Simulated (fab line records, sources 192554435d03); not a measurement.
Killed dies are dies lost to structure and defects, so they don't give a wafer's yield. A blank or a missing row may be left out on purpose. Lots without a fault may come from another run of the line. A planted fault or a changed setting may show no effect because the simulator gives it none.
Which tool did it? | flow n5_finfet | 12 lots, 36 wafers sampled, at 1 step of a route of 1938

WHAT THE GAUGES READ, wafer by wafer
N5_FIN_SAQP_INSPECT_18: inspects for defects (brightfield).
lot  | measured    | on                | raw_defect_count
L075 | day 2 04:13 | defect_inspect-02 | 525 443 598
L077 | day 2 16:06 | defect_inspect-01 | 323 441 392
L079 | day 3 03:20 | defect_inspect-01 | 357 304 277
L081 | day 3 15:32 | defect_inspect-02 | 470 345 358
L083 | day 4 05:34 | defect_inspect-02 | 387 335 550
L085 | day 4 15:55 | defect_inspect-01 | 341 240 325
L087 | day 5 08:55 | defect_inspect-01 | 385 425 406
L089 | day 5 15:38 | defect_inspect-01 | 450 463 714
L091 | day 6 03:39 | defect_inspect-01 | 443 439 560
L093 | day 6 15:29 | defect_inspect-02 | 322 404 575
L095 | day 7 03:46 | defect_inspect-01 | 386 370 431
L097 | day 7 15:43 | defect_inspect-01 | 572 486 518

WHICH TOOL RAN EACH LOT (tool, then ch and the chambers of the sampled wafers, then the start)
The record holds no process step before these readings.

THE ANSWER, worked out from the rows above alone
Rule: what is usual is taken from the lots themselves. Put in order of their means at a reading, lots are off if they are a third of the lots or fewer, leave a main group of 4 or more, and stand apart from it by a gap of 3 or more times the standard deviation of the main group's means; of several such gaps the widest counts. A main group whose means are all the same, to the digits that the tables above print for the reading, isn't used. A lot without any number at a reading at which 4 lots or more have one is off too. The other lots that the step has rows for count as sound.
No lot is off at any reading shown: from this, nothing can be told.

WHAT THE SIMULATOR HAD PUT IN
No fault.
